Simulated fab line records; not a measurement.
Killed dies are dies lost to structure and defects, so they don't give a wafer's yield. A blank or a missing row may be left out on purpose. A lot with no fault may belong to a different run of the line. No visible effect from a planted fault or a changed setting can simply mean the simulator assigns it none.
fab line records	flow nand-harc
record: lots: 11	wafers: 33	last-day: 34
route steps=1302 shown A_CHANNEL_HOLE_D1@474 A_CHANNEL_FILL_D1@495 END@1302
lots that met no fault: taken from a fault-free run of the same line
start-h: hours from the record's first day to the start of the lot's first wafer shown	wait-h: hours elapsed since this lot's preceding step	" repeats the value in the row above	L1.1+2: one row covering several wafers at once	- no value, or no start was given	* or withheld: withheld	< > ~ a bound
route shown NAME@n: NAME is a module with steps in the file, n the number in the route of the first one	usual: average and standard deviation across the fault-free wafers	same: alike in all rows	chamber/n: place in a boat	sites: the reading at each site	_std_site: the values' standard deviation	_edge_site: outer sites' mean less inner sites'	radius-mm: how far each site lies from the wafer's centre	mask NAME#n: copy n	behind: the last tool/chamber to shape the wafer	hold: reason for holding the lot/hours on hold/outcome of the hold	device: whichever transistor did not switch (one of n, p or np)	end of line: the tests these same wafers got at the end of their route	a step with no rows: only its recipe	killed: dies that structure and defects cost at the first sort, which is not the same as the wafer's yield	map: a wafer's dies, marking killed ones x, the rest . and places with no die _
set.NAME: the setting the step ran with; set.NAME@STEP: the setting that earlier step ran with	model.NAME: the simulator's own value behind a step, which no gauge read
the route's steps for a sample of lots (tables are steps, rows are wafers)
services: a tool's chamber out of use, with start hour (start-h, from the record's first day; less than 0 if before it), hours out, and reason
== steps ==
step: NHARC_A_CHANNEL_HOLE_D1_ETCH_22
recipe: bias-v: 3000	source-w: withheld	pressure-mtorr: 20	time-s: 666.7	ar-flow-sccm: 375	c4f8-flow-sccm: 89.3	o2-flow-sccm: 35.7	temp-c: -20	target-depth-a: 16000	chemistry: C4F8/O2/Ar
usual: drypump-motor-current-A: 5.8/0.52	o2-flow-sccm: 35.72/0.099	showerhead-plenum-p-Torr: 3.57/0.12	throttle-valve-pct: 32.154/0.0083
lot.wafer	tool	chamber	start-h	wait-h	drypump-motor-current-A	o2-flow-sccm	rf-hours-counter-h	showerhead-plenum-p-Torr	throttle-valve-pct
L694.2	har-etch-02	1	185.74	0.4	5.9	35.72	292	3.49	32.139
L694.1	"	0	"	"	5.1	35.61	292	3.77	32.151
L694.5	"	0	"	"	5.0	35.82	-	3.77	32.158
L698.4	har-etch-02	1	222.74	0.4	5.9	35.65	-	3.48	32.149
L698.3	"	0	"	"	5.0	35.56	-	3.76	32.166
L698.6	"	0	"	"	5.0	35.55	-	3.76	32.144
L699.2	har-etch-02	0	236.18	0.4	5.0	35.77	315	3.76	32.155
L699.1	"	1	"	"	5.8	35.71	323	3.47	32.164
L699.6	"	1	"	"	5.9	35.64	-	3.47	32.158
L701.1	har-etch-02	0	252.51	0.4	5.0	35.72	322	3.75	32.152
L701.4	"	1	"	"	5.9	35.72	-	3.47	32.158
L701.6	"	0	"	"	5.0	35.70	-	3.75	32.158
L703.2	har-etch-01	1	275.88	0.4	6.5	35.79	141	3.49	32.144
L703.4	"	0	"	"	5.9	35.70	-	3.59	32.139
L703.5	"	0	"	"	5.9	35.72	-	3.59	32.145
L706.2	har-etch-01	1	293.10	0.4	6.5	35.69	153	3.49	32.147
L706.1	"	0	"	"	5.9	35.70	153	3.58	32.164
L706.4	"	0	"	"	5.9	35.69	-	3.58	32.146
L709.3	har-etch-02	0	327.49	0.4	5.1	35.70	-	3.73	32.154
L709.4	"	1	"	"	5.9	35.68	-	3.44	32.148
L709.5	"	1	"	"	5.9	35.65	-	3.44	32.144
L708.1	har-etch-01	0	328.09	0.4	5.9	35.72	172	3.57	32.169
L708.3	"	0	"	"	5.9	35.76	-	3.57	32.155
L708.4	"	1	"	"	6.5	35.66	-	3.48	32.159
L715.2	har-etch-01	1	392.17	0.4	6.5	35.70	210	3.46	32.135
L715.3	"	0	"	"	5.9	35.72	-	3.55	32.164
L715.6	"	1	"	"	6.5	35.83	-	3.46	32.158
L716.1	har-etch-02	0	403.22	0.4	5.0	35.76	9	3.71	32.146
L716.3	"	0	"	"	5.0	35.72	-	3.71	32.159
L716.6	"	0	"	"	5.0	35.72	-	3.71	32.153
L717.2	har-etch-01	0	423.44	0.4	5.9	35.64	229	3.54	32.143
L717.5	"	0	"	"	5.9	35.70	-	3.54	32.158
L717.6	"	1	"	"	6.5	35.69	-	3.45	32.151
step: NHARC_A_CHANNEL_HOLE_D1_ETCH_24
recipe: bias-v: 5000	source-w: withheld	pressure-mtorr: 20	time-s: 906.2	ar-flow-sccm: 375	c4f8-flow-sccm: 93.8	o2-flow-sccm: 31.2	temp-c: -20	target-depth-a: 15000	chemistry: C4F8/O2/Ar
usual: drypump-motor-current-A: 5.8/0.52	o2-flow-sccm: 31.19/0.093	showerhead-plenum-p-Torr: 3.57/0.12	throttle-valve-pct: 32.235/0.0091
lot.wafer	tool	chamber	start-h	wait-h	drypump-motor-current-A	o2-flow-sccm	rf-hours-counter-h	showerhead-plenum-p-Torr	throttle-valve-pct
L694.2	har-etch-02	1	187.01	0.6	5.9	31.12	293	3.48	32.243
L694.1	"	0	"	"	5.0	31.35	293	3.76	32.237
L694.5	"	0	"	"	5.0	31.09	-	3.76	32.244
L698.4	har-etch-02	1	224.09	0.6	5.9	31.28	-	3.47	32.223
L698.3	"	0	"	"	5.0	31.12	-	3.75	32.241
L698.6	"	0	"	"	4.9	31.08	-	3.75	32.244
L699.2	har-etch-02	0	237.46	0.6	5.0	31.31	316	3.75	32.241
L699.1	"	1	"	"	5.9	31.16	324	3.47	32.240
L699.6	"	1	"	"	5.9	31.10	-	3.47	32.250
L701.1	har-etch-02	0	253.81	0.6	5.0	31.26	324	3.75	32.245
L701.4	"	1	"	"	5.9	31.21	-	3.46	32.238
L701.6	"	0	"	"	5.0	31.43	-	3.75	32.218
L703.2	har-etch-01	1	277.18	0.6	6.5	31.07	143	3.49	32.234
L703.4	"	0	"	"	5.9	31.20	-	3.58	32.229
L703.5	"	0	"	"	5.9	31.13	-	3.58	32.239
L706.2	har-etch-01	1	294.36	0.6	6.5	31.04	154	3.48	32.230
L706.1	"	0	"	"	5.9	31.19	154	3.58	32.241
L706.4	"	0	"	"	5.9	31.11	-	3.58	32.227
L709.3	har-etch-02	0	328.82	0.6	5.0	31.04	-	3.72	32.239
L709.4	"	1	"	"	5.9	31.22	-	3.44	32.237
L709.5	"	1	"	"	5.9	31.05	-	3.44	32.231
L708.1	har-etch-01	0	329.36	0.6	5.9	31.31	173	3.57	32.239
L708.3	"	0	"	"	5.9	31.23	-	3.56	32.241
L708.4	"	1	"	"	6.5	31.27	-	3.47	32.235
L715.2	har-etch-01	1	393.44	0.6	6.5	31.17	212	3.45	32.218
L715.3	"	0	"	"	5.9	31.05	-	3.55	32.220
L715.6	"	1	"	"	6.5	31.32	-	3.45	32.242
L716.1	har-etch-02	0	404.49	0.6	5.0	31.25	10	3.70	32.261
L716.3	"	0	"	"	5.0	31.24	-	3.70	32.225
L716.6	"	0	"	"	5.0	31.29	-	3.70	32.246
L717.2	har-etch-01	0	424.71	0.6	5.9	31.22	231	3.54	32.233
L717.5	"	0	"	"	5.8	31.19	-	3.53	32.243
L717.6	"	1	"	"	6.5	31.24	-	3.44	32.234
step: NHARC_A_CHANNEL_HOLE_D1_CD_MEAS_30
usual: cd-nm: 89.7/2.2
lot.wafer	tool	chamber	start-h	wait-h	cd-nm
L694.1	cd-sem-02	-	190.40	-	95.7
L694.2	"	-	"	"	92.3
L694.5	"	-	"	"	93.2
L698.3	cd-sem-02	-	227.23	-	90.8
L698.4	"	-	"	"	88.7
L698.6	"	-	"	"	92.1
L699.1	cd-sem-02	-	240.84	-	89.0
L699.2	"	-	"	"	94.7
L699.6	"	-	"	"	90.1
L701.1	cd-sem-02	-	257.08	-	86.0
L701.4	"	-	"	"	87.3
L701.6	"	-	"	"	88.0
L703.2	cd-sem-03	-	280.46	-	88.3
L703.4	"	-	"	"	87.6
L703.5	"	-	"	"	89.5
L706.1	cd-sem-03	-	297.74	-	93.1
L706.2	"	-	"	"	90.8
L706.4	"	-	"	"	93.8
L708.1	cd-sem-02	-	332.76	-	90.4
L708.3	"	-	"	"	90.1
L708.4	"	-	"	"	91.3
L709.3	cd-sem-02	-	332.99	-	88.2
L709.4	"	-	"	"	91.4
L709.5	"	-	"	"	89.5
L715.2	cd-sem-03	-	396.84	-	86.6
L715.3	"	-	"	"	87.0
L715.6	"	-	"	"	87.7
L716.1	cd-sem-02	-	407.94	-	91.9
L716.3	"	-	"	"	92.8
L716.6	"	-	"	"	91.1
L717.2	cd-sem-03	-	428.13	-	86.3
L717.5	"	-	"	"	90.0
L717.6	"	-	"	"	87.1
step: NHARC_A_CHANNEL_FILL_D1_ALD_15
recipe: target-thk-a: 20	pulse-time-s: 60	ald-cycles: 19	temp-c: 630	pressure-torr: 2	material: SiNx
usual: ald-cycles: 19/0	precursor-pulse-height-rel: 1.002/0.02
lot.wafer	tool	chamber	start-h	wait-h	ald-cycles	precursor-pulse-height-rel
L694.1	ald-sin-batch-01	0	201.51	-	19	1.004
L694.2	"	0	"	"	19	1.005
L694.5	"	0	"	"	19	1.018
L698.3	ald-sin-batch-03	0	237.71	-	19	0.974
L698.4	"	0	"	"	19	1.034
L698.6	"	0	"	"	19	0.974
L699.1	ald-sin-batch-01	0	251.82	-	19	1.006
L699.2	"	0	"	"	19	1.007
L699.6	"	0	"	"	19	1.012
L701.1	ald-sin-batch-03	0	267.60	-	19	1.030
L701.4	"	0	"	"	19	0.976
L701.6	"	0	"	"	19	0.992
L703.2	ald-sin-batch-03	0	292.20	-	19	1.002
L703.4	"	0	"	"	19	0.995
L703.5	"	0	"	"	19	1.013
L706.1	ald-sin-batch-01	0	307.31	-	19	0.995
L706.2	"	0	"	"	19	1.006
L706.4	"	0	"	"	19	0.980
L708.1	ald-sin-batch-01	0	343.34	-	25	1.031
L708.3	"	0	"	"	25	0.983
L708.4	"	0	"	"	25	0.981
L709.3	ald-sin-batch-01	0	343.34	-	25	0.992
L709.4	"	0	"	"	25	0.992
L709.5	"	0	"	"	25	1.006
L715.2	ald-sin-batch-02	0	407.32	-	19	1.051
L715.3	"	0	"	"	19	1.033
L715.6	"	0	"	"	19	0.977
L716.1	ald-sin-batch-01	0	418.43	-	19	0.981
L716.3	"	0	"	"	19	0.995
L716.6	"	0	"	"	19	0.959
L717.2	ald-sin-batch-03	0	440.29	-	19	0.959
L717.5	"	0	"	"	19	1.000
L717.6	"	0	"	"	19	0.983
step: NHARC_A_CHANNEL_FILL_D1_ALD_16
recipe: target-thk-a: 15	pulse-time-s: 10	ald-cycles: 15	temp-c: 300	material: SiO2
usual: heater-power-w: 467/39	precursor-pulse-height-rel: 1.000/0.021
lot.wafer	tool	chamber	start-h	wait-h	heater-power-w	precursor-pulse-height-rel
L694.2	ald-hk-01	3	203.59	0.1	446	1.017
L694.1	"	0	"	"	497	1.013
L694.5	"	3	"	"	454	0.998
L698.4	ald-hk-02	2	239.77	0.0	479	0.979
L698.3	"	0	"	"	458	1.003
L698.6	"	3	"	"	536	0.973
L699.2	ald-hk-03	0	253.86	0.0	462	1.037
L699.1	"	3	"	"	425	0.972
L699.6	"	0	"	"	457	1.008
L701.1	ald-hk-01	1	269.68	0.0	510	1.014
L701.4	"	2	"	"	394	0.988
L701.6	"	1	"	"	517	0.994
L703.4	ald-hk-01	3	294.27	0.1	456	1.024
L703.2	"	0	"	"	478	1.040
L703.5	"	3	"	"	444	0.985
L706.4	ald-hk-03	2	309.54	0.2	487	1.004
L706.1	"	3	"	"	416	1.021
L706.2	"	0	"	"	466	0.988
L709.3	ald-hk-03	2	347.55	2.2	468	1.019
L709.4	"	3	"	"	425	0.995
L709.5	"	1	"	"	486	0.977
L708.4	ald-hk-03	2	347.68	2.3	478	0.988
L708.3	"	0	"	"	478	1.022
L708.1	"	1	"	"	499	0.995
L715.2	ald-hk-03	1	409.35	0.0	504	0.973
L715.3	"	2	"	"	474	1.000
L715.6	"	1	"	"	507	1.004
L716.3	ald-hk-01	0	420.56	0.1	466	0.982
L716.1	"	1	"	"	516	1.007
L716.6	"	2	"	"	381	0.999
L717.2	ald-hk-01	0	442.46	0.1	476	1.019
L717.5	"	1	"	"	510	0.987
L717.6	"	2	"	"	387	1.037
step: NHARC_END_SORT_01
recipe: temp-c: 25
usual: killed-at-array: 58/19	killed-at-other: 1.1/1.2	killed-at-periphery: 3.8/2.4	killed-dies: 63/18	killed-open: 3.3/1.8	killed-short: 2.2/1.6
same: gross-dies: 677
lot.wafer	tool	chamber	start-h	wait-h	killed-at-array	killed-at-other	killed-at-periphery	killed-dies	killed-open	killed-short
L694.1	prober-02	0	568.07	2.5	52	0	4	56	3	2
L694.2	prober-02	0	568.88	2.8	56	0	4	60	3	6
L694.5	prober-02	0	571.30	3.7	83	1	0	84	1	3
L698.3	prober-02	0	592.64	3.1	71	1	4	76	3	2
L698.4	prober-02	0	593.43	3.4	74	0	2	76	4	3
L698.6	prober-02	0	595.02	4.0	68	0	4	72	4	3
L699.1	prober-02	0	610.64	2.5	98	1	2	101	3	3
L699.2	prober-02	0	611.45	2.8	104	1	2	107	4	2
L699.6	prober-02	0	614.68	4.0	99	0	3	102	4	3
L701.1	prober-01	0	621.35	2.5	73	0	2	75	3	1
L701.4	prober-01	0	623.79	3.5	57	0	5	62	3	2
L701.6	prober-01	0	625.41	4.1	52	0	5	57	2	0
L703.2	prober-01	0	661.85	2.8	22	0	6	28	6	2
L703.4	prober-01	0	663.45	3.4	21	1	9	31	3	3
L703.5	prober-01	0	664.24	3.7	20	0	2	22	2	3
L706.1	prober-01	0	668.78	2.4	56	0	6	62	4	3
L706.2	prober-01	0	669.57	2.8	50	2	0	52	3	3
L706.4	prober-01	0	671.16	3.4	53	0	2	55	3	2
L708.1	prober-01	0	696.26	2.5	69	1	2	72	2	1
L708.3	prober-01	0	697.84	3.1	68	1	4	73	5	4
L708.4	prober-01	0	698.64	3.4	68	3	8	79	1	3
L709.3	prober-01	0	706.10	3.1	68	0	3	71	7	1
L709.4	prober-01	0	706.88	3.4	81	0	5	86	2	1
L709.5	prober-01	0	707.67	3.6	67	0	8	75	5	0
L716.1	prober-01	0	771.02	2.5	51	1	7	59	1	0
L716.3	prober-01	0	772.61	3.1	52	2	3	57	3	0
L716.6	prober-01	0	775.00	4.0	78	3	1	82	6	0
L715.2	prober-02	0	771.92	2.8	65	0	5	70	4	4
L715.3	prober-02	0	772.72	3.1	63	1	5	69	4	4
L715.6	prober-02	0	775.13	4.0	65	1	2	68	2	2
L717.2	prober-01	0	803.11	2.8	53	0	8	61	3	3
L717.5	prober-01	0	805.50	3.7	78	0	5	83	4	3
L717.6	prober-01	0	806.30	4.0	71	0	4	75	3	5
killed by level:class
L694.1 A_CHANNEL_HOLE_D2:chamber-film-flake=22 A_CHANNEL_HOLE_D1:chamber-film-flake=15 A_WL_FILL:chamber-film-flake=5 A_SGD_CUT:chamber-film-flake=3 A_CONTACT:chamber-film-flake=3 P_GATE:geometric-particle:open=2 A_CHANNEL_FILL_D1:geometric-particle:short=2 A_CHANNEL_FILL_D1:geometric-particle:open=1
L694.2 A_CHANNEL_HOLE_D2:chamber-film-flake=29 A_CHANNEL_HOLE_D1:chamber-film-flake=14 A_WL_FILL:geometric-particle:short=4 A_CHANNEL_FILL_D1:geometric-particle:open=2 A_M0:geometric-particle:short=2 P_GATE:chamber-film-flake=2 P_CONTACT:chamber-film-flake=2 A_SGD_CUT:chamber-film-flake=2
L694.5 A_CHANNEL_HOLE_D2:chamber-film-flake=35 A_CHANNEL_HOLE_D1:chamber-film-flake=27 A_STAIRCASE:chamber-film-flake=5 A_CONTACT:chamber-film-flake=5 A_WL_FILL:chamber-film-flake=3 A_CHANNEL_FILL_D1:chamber-film-flake=2 A_SGD_CUT:chamber-film-flake=2 A_CHANNEL_FILL_D1:geometric-particle:short=1
L698.3 A_SLIT:chamber-film-flake=27 A_CHANNEL_HOLE_D1:chamber-film-flake=26 A_CHANNEL_HOLE_D2:chamber-film-flake=11 A_STAIRCASE:chamber-film-flake=2 A_CONTACT:chamber-film-flake=2 P_M1:geometric-particle:open=1 A_ONON_D2:geometric-particle:short=1 A_ONON_D2:geometric-particle:open=1
L698.4 A_CHANNEL_HOLE_D1:chamber-film-flake=28 A_SLIT:chamber-film-flake=25 A_CHANNEL_HOLE_D2:chamber-film-flake=7 A_STAIRCASE:chamber-film-flake=4 A_DECK1_JOINT:geometric-particle:open=2 A_CONTACT:chamber-film-flake=2 P_M0:geometric-particle:short=1 A_DECK1_JOINT:geometric-particle:short=1
L698.6 A_CHANNEL_HOLE_D1:chamber-film-flake=24 A_SLIT:chamber-film-flake=22 A_CHANNEL_HOLE_D2:chamber-film-flake=9 A_STAIRCASE:chamber-film-flake=5 A_ONON_D2:geometric-particle:open=2 A_CONTACT:chamber-film-flake=2 P_CONTACT:geometric-particle:open=1 A_ONON_D1:geometric-particle:open=1
L699.1 A_SLIT:chamber-film-flake=35 A_CHANNEL_HOLE_D1:chamber-film-flake=29 A_CHANNEL_HOLE_D2:chamber-film-flake=24 A_STAIRCASE:chamber-film-flake=4 P_CONTACT:geometric-particle:short=1 A_CHANNEL_HOLE_D1:geometric-particle:short=1 A_DECK1_JOINT:geometric-particle:short=1 A_WL_FILL:geometric-particle:open=1
L699.2 A_CHANNEL_HOLE_D2:chamber-film-flake=35 A_SLIT:chamber-film-flake=29 A_CHANNEL_HOLE_D1:chamber-film-flake=26 A_STAIRCASE:chamber-film-flake=6 A_CONTACT:chamber-film-flake=2 P_CONTACT:geometric-particle:open=1 A_ONON_D1:geometric-particle:open=1 A_CHANNEL_FILL_D1:geometric-particle:open=1
L699.6 A_CHANNEL_HOLE_D1:chamber-film-flake=35 A_CHANNEL_HOLE_D2:chamber-film-flake=27 A_SLIT:chamber-film-flake=26 A_DECK1_JOINT:chamber-film-flake=3 A_STAIRCASE:chamber-film-flake=3 P_CONTACT:geometric-particle:open=2 P_GATE:geometric-particle:short=1 A_DECK1_JOINT:geometric-particle:open=1
L701.1 A_CHANNEL_HOLE_D1:chamber-film-flake=31 A_CHANNEL_HOLE_D2:chamber-film-flake=27 A_CONTACT:chamber-film-flake=5 A_WL_FILL:chamber-film-flake=3 A_CHANNEL_FILL_D1:geometric-particle:open=1 A_CHANNEL_FILL_D2:geometric-particle:short=1 A_SLIT:geometric-particle:open=1 A_BLC:geometric-particle:open=1
L701.4 A_CHANNEL_HOLE_D1:chamber-film-flake=26 A_CHANNEL_HOLE_D2:chamber-film-flake=26 P_CONTACT:geometric-particle:open=2 A_ONON_D1:geometric-particle:open=1 A_SGD_CUT:geometric-particle:short=1 A_M0:geometric-particle:short=1 P_STI:chamber-film-flake=1 P_M0:chamber-film-flake=1
L701.6 A_CHANNEL_HOLE_D2:chamber-film-flake=22 A_CHANNEL_HOLE_D1:chamber-film-flake=18 P_BONDPAD:chamber-film-flake=4 A_WL_FILL:chamber-film-flake=4 A_CONTACT:chamber-film-flake=3 A_ONON_D2:geometric-particle:open=1 A_WL_FILL:geometric-particle:open=1 P_M0:chamber-film-flake=1
L703.2 A_CHANNEL_HOLE_D1:chamber-film-flake=9 P_CONTACT:geometric-particle:open=3 A_CONTACT:chamber-film-flake=3 P_GATE:chamber-film-flake=2 A_CHANNEL_HOLE_D2:unspecified=2 A_STAIRCASE:chamber-film-flake=2 A_CHANNEL_FILL_D1:geometric-particle:short=1 A_CHANNEL_FILL_D2:geometric-particle:open=1
L703.4 P_GATE:chamber-film-flake=8 A_CHANNEL_HOLE_D1:chamber-film-flake=5 A_SLIT:chamber-film-flake=5 A_CONTACT:chamber-film-flake=3 A_CHANNEL_FILL_D2:geometric-particle:short=2 A_DECK1_JOINT:geometric-particle:open=1 A_ONON_D2:geometric-particle:open=1 A_SGD_CUT:geometric-particle:open=1
L703.5 A_CHANNEL_HOLE_D1:chamber-film-flake=10 A_SLIT:chamber-film-flake=4 A_ONON_D2:geometric-particle:short=2 A_CHANNEL_HOLE_D2:unspecified=2 P_GATE:geometric-particle:short=1 A_CHANNEL_FILL_D2:geometric-particle:open=1 A_BLC:geometric-particle:open=1 P_GATE:chamber-film-flake=1
L706.1 A_SLIT:chamber-film-flake=31 A_CONTACT:chamber-film-flake=5 A_CHANNEL_HOLE_D1:chamber-film-flake=3 A_CHANNEL_HOLE_D2:chamber-film-flake=3 A_CHANNEL_FILL_D2:chamber-film-flake=3 A_M1:chamber-film-flake=3 P_GATE:geometric-particle:short=1 P_GATE:geometric-particle:open=1
L706.2 A_SLIT:chamber-film-flake=38 A_CHANNEL_FILL_D1:geometric-particle:open=2 A_CHANNEL_HOLE_D1:chamber-film-flake=2 THIN_TSV:chamber-film-flake=2 A_CHANNEL_HOLE_D1:geometric-particle:open=1 A_CHANNEL_FILL_D1:geometric-particle:short=1 A_CHANNEL_FILL_D2:geometric-particle:short=1 A_WL_FILL:geometric-particle:short=1
L706.4 A_SLIT:chamber-film-flake=29 A_CHANNEL_HOLE_D1:chamber-film-flake=10 A_CHANNEL_HOLE_D2:chamber-film-flake=3 A_CONTACT:chamber-film-flake=3 A_M1:chamber-film-flake=2 P_GATE:geometric-particle:open=1 A_SOURCE_PLATE:geometric-particle:open=1 A_ONON_D1:geometric-particle:short=1
L708.1 A_SLIT:chamber-film-flake=33 A_CHANNEL_HOLE_D2:chamber-film-flake=16 A_STAIRCASE:chamber-film-flake=5 A_CHANNEL_HOLE_D1:chamber-film-flake=4 A_CONTACT:chamber-film-flake=4 A_M1:chamber-film-flake=2 P_CONTACT:geometric-particle:short=1 A_SOURCE_PLATE:geometric-particle:open=1
L708.3 A_SLIT:chamber-film-flake=26 A_CHANNEL_HOLE_D2:chamber-film-flake=15 A_CHANNEL_HOLE_D1:chamber-film-flake=11 A_STAIRCASE:chamber-film-flake=4 A_CONTACT:chamber-film-flake=3 P_M1:chamber-film-flake=2 P_CONTACT:geometric-particle:open=1 A_CHANNEL_HOLE_D1:geometric-particle:short=1
L708.4 A_CHANNEL_HOLE_D2:chamber-film-flake=28 A_SLIT:chamber-film-flake=27 A_CHANNEL_HOLE_D1:chamber-film-flake=9 P_M1:chamber-film-flake=3 THIN_TSV:chamber-film-flake=3 A_DECK1_JOINT:geometric-particle:short=2 P_STI:chamber-film-flake=2 A_STAIRCASE:chamber-film-flake=2
L709.3 A_SLIT:chamber-film-flake=36 A_CHANNEL_HOLE_D1:chamber-film-flake=21 A_ONON_D2:geometric-particle:open=2 A_M0:geometric-particle:open=2 P_BONDPAD:chamber-film-flake=2 A_STAIRCASE:chamber-film-flake=2 P_M0:geometric-particle:short=1 A_CHANNEL_FILL_D1:geometric-particle:open=1
L709.4 A_CHANNEL_HOLE_D1:chamber-film-flake=36 A_SLIT:chamber-film-flake=34 A_STAIRCASE:chamber-film-flake=4 P_M1:chamber-film-flake=2 A_SOURCE_PLATE:geometric-particle:short=1 A_CHANNEL_FILL_D1:geometric-particle:open=1 A_M0:geometric-particle:open=1 P_GATE:chamber-film-flake=1
L709.5 A_SLIT:chamber-film-flake=30 A_CHANNEL_HOLE_D1:chamber-film-flake=28 P_BONDPAD:chamber-film-flake=4 P_M1:chamber-film-flake=2 P_M0:geometric-particle:open=1 A_ONON_D2:geometric-particle:open=1 A_CHANNEL_FILL_D2:geometric-particle:open=1 A_BLC:geometric-particle:open=1
L716.1 A_SLIT:chamber-film-flake=25 A_CHANNEL_HOLE_D2:chamber-film-flake=20 P_GATE:chamber-film-flake=4 A_DECK1_JOINT:chamber-film-flake=3 A_M1:chamber-film-flake=3 P_STI:chamber-film-flake=2 P_ZERO_WELL:geometric-particle:open=1 THIN_TSV:chamber-film-flake=1
L715.2 A_CHANNEL_HOLE_D2:chamber-film-flake=32 A_CHANNEL_HOLE_D1:chamber-film-flake=11 A_SLIT:chamber-film-flake=7 A_CONTACT:chamber-film-flake=4 A_WL_FILL:geometric-particle:short=2 A_M0:geometric-particle:open=2 P_GATE:chamber-film-flake=2 A_STAIRCASE:chamber-film-flake=2
L716.3 A_SLIT:chamber-film-flake=24 A_CHANNEL_HOLE_D2:chamber-film-flake=15 A_CONTACT:chamber-film-flake=5 P_STI:chamber-film-flake=3 A_ONON_D2:geometric-particle:open=2 A_DECK1_JOINT:chamber-film-flake=2 STARTING-WAFER:geometric-particle:open=1 A_CHANNEL_HOLE_D1:chamber-film-flake=1
L715.3 A_CHANNEL_HOLE_D2:chamber-film-flake=28 A_CHANNEL_HOLE_D1:chamber-film-flake=15 A_SLIT:chamber-film-flake=6 A_STAIRCASE:chamber-film-flake=4 A_ONON_D1:geometric-particle:open=2 P_M1:chamber-film-flake=2 A_CONTACT:chamber-film-flake=2 P_M0:geometric-particle:short=1
L716.6 A_SLIT:chamber-film-flake=30 A_CHANNEL_HOLE_D2:chamber-film-flake=29 A_CONTACT:chamber-film-flake=6 A_M1:chamber-film-flake=3 THIN_TSV:chamber-film-flake=3 A_ONON_D1:geometric-particle:open=2 A_CHANNEL_FILL_D1:geometric-particle:open=1 A_ONON_D2:geometric-particle:open=1
L715.6 A_CHANNEL_HOLE_D2:chamber-film-flake=30 A_CHANNEL_HOLE_D1:chamber-film-flake=15 A_SLIT:chamber-film-flake=7 A_CONTACT:chamber-film-flake=5 A_WL_FILL:geometric-particle:short=2 P_ZERO_WELL:chamber-film-flake=2 A_STAIRCASE:chamber-film-flake=2 A_WL_FILL:geometric-particle:open=1
L717.2 A_CHANNEL_HOLE_D2:chamber-film-flake=26 A_CHANNEL_HOLE_D1:chamber-film-flake=10 A_SLIT:chamber-film-flake=6 P_STI:chamber-film-flake=3 A_CONTACT:chamber-film-flake=3 A_CHANNEL_FILL_D1:geometric-particle:short=2 A_CHANNEL_FILL_D2:geometric-particle:open=2 P_M2:chamber-film-flake=2
L717.5 A_CHANNEL_HOLE_D2:chamber-film-flake=30 A_CHANNEL_HOLE_D1:chamber-film-flake=28 A_SLIT:chamber-film-flake=8 A_CONTACT:chamber-film-flake=3 A_WL_FILL:chamber-film-flake=2 P_GATE:geometric-particle:open=1 P_CONTACT:geometric-particle:open=1 P_CONTACT:geometric-particle:short=1
L717.6 A_CHANNEL_HOLE_D2:chamber-film-flake=27 A_CHANNEL_HOLE_D1:chamber-film-flake=22 A_SLIT:chamber-film-flake=10 A_CONTACT:chamber-film-flake=3 P_M2:chamber-film-flake=2 A_ONON_D1:geometric-particle:short=1 A_DECK1_JOINT:geometric-particle:open=1 A_ONON_D2:geometric-particle:short=1
== services ==
tool	chamber	start-h	hours	kind
ald-hk-02	-	170.00	10.0	pm
har-etch-02	0	199.01	-	consumable-replace:focus-ring
har-etch-02	0	199.01	17.0	scheduled-down
har-etch-02	0	199.01	17.0	vent-cycle
ald-hk-03	-	212.00	10.0	pm
ald-hk-03	0	212.00	10.0	vent-cycle
ald-hk-03	1	212.00	10.0	vent-cycle
ald-hk-03	2	212.00	10.0	vent-cycle
ald-hk-03	3	212.00	10.0	vent-cycle
ald-hk-03	0	222.00	-	clean
ald-sin-batch-02	-	266.00	26.0	pm
har-etch-01	-	269.22	4.2	repair
ald-hk-01	-	302.27	10.0	pm
ald-sin-batch-01	-	336.11	1.8	repair
ald-hk-02	-	350.24	10.0	pm
har-etch-02	-	377.00	17.0	pm
har-etch-02	0	377.00	17.0	vent-cycle
har-etch-02	1	377.00	17.0	vent-cycle
ald-hk-03	-	390.00	10.0	pm
har-etch-02	0	394.00	-	clean
har-etch-02	0	394.00	-	consumable-replace:focus-ring
har-etch-02	1	394.00	-	clean
har-etch-02	1	394.00	-	consumable-replace:focus-ring
har-etch-02	1	394.00	-	consumable-replace:showerhead
== key ==
first-sign: step: NHARC_A_CHANNEL_FILL_D1_ALD_15	reading: ald-cycles	direction: up	sigmas: 99+	usual: 19	struck: 25
effect none on later readings
met-at NHARC_A_CHANNEL_FILL_D1_ALD_15,NHARC_A_CHANNEL_FILL_D1_ALD_16
struck-lots L708,L709
struck-wafers L708.1,L708.3,L708.4,L709.3,L709.4,L709.5
tester-left-out L708,L709
not-acting-at NHARC_A_CHANNEL_HOLE_D1_ETCH_22,NHARC_A_CHANNEL_HOLE_D1_ETCH_24,NHARC_A_CHANNEL_HOLE_D1_CD_MEAS_30
onset-between 309.54 343.34
fault: kind: process-parameter-drift	tool: ald-sin-batch-01	chamber: -	onset-h: 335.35	steps: NHARC_A_CHANNEL_FILL_D1_ALD_15	channel: ald-cycles	offset: 6	shape: step	end-h: 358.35	acts-in: these-recipes-only	stated: 19
fault: kind: process-parameter-drift	tool: ald-hk-03	chamber: 1	onset-h: 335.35	steps: NHARC_A_CHANNEL_FILL_D1_ALD_16	channel: ald-cycles	offset: -6	shape: step	end-h: 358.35	acts-in: these-recipes-only	stated: 15
tester-left-out: of these lots the tester's yield and bins aren't shown, on N5 and GAA mostly nor the transistor test; their killed dies are dies lost to structure and defects alone, not to doping, threshold or leakage, so they don't give the yield
